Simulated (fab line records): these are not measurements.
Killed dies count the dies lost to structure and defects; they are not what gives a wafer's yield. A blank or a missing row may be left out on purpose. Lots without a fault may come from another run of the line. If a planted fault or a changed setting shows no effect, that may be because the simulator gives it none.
Chamber matching	flow nand_harc	cmp-02 running NHARC_P_BONDPAD_CMP_32: 4 sister chambers
The step polishes SiCN, target thk 200 nm. 4 wafers are shown with their chamber, then 10 later ones without.

== WAFERS WITH THEIR CHAMBER ==
wafer	chamber	motor_current_A (A)
L082.4	1	13.4
L082.6	2	11.4
L089.1	0	11.9
L089.4	3	11.0

== WAFERS WITH NO CHAMBER GIVEN ==
wafer	motor_current_A (A)
L089.5	11.2
L094.1	11.5
L094.2	12.4
L094.4	11.6
L095.1	11.9
L095.4	11.8
L095.5	12.2
L096.1	11.2
L096.2	11.5
L096.6	11.6

== WHICH CHAMBER EACH ONE RAN IN ==
wafer	from the rows above	in truth
L089.5	can't be placed: 3 or 2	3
L094.1	can't be placed: 2 or 0 or 3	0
L094.2	0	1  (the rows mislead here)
L094.4	can't be placed: 2 or 0 or 3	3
L095.1	0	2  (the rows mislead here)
L095.4	can't be placed: 0 or 2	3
L095.5	0	0
L096.1	can't be placed: 3 or 2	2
L096.2	can't be placed: 2 or 0 or 3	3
L096.6	can't be placed: 2 or 0 or 3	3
Placed correctly: 1 of 10. Unplaceable from these rows: 7, with the true chamber sitting among the candidates in 6. Number placed wrongly: 2.
How it was worked out, from the rows above alone: a wafer's distance from a chamber is the root of the sum, over the readings, of the square of ((its reading less the chamber's mean) divided by the reading's scatter). If the next closest chamber is less than 2 further off than the closest, the wafer can't be placed; otherwise it belongs to the closest. The mean given for a chamber averages the wafers shown for that chamber. The scatter (one wafer shown for each chamber): square how far every hidden wafer sits from the nearest shown wafer, average those squares and take the square root.
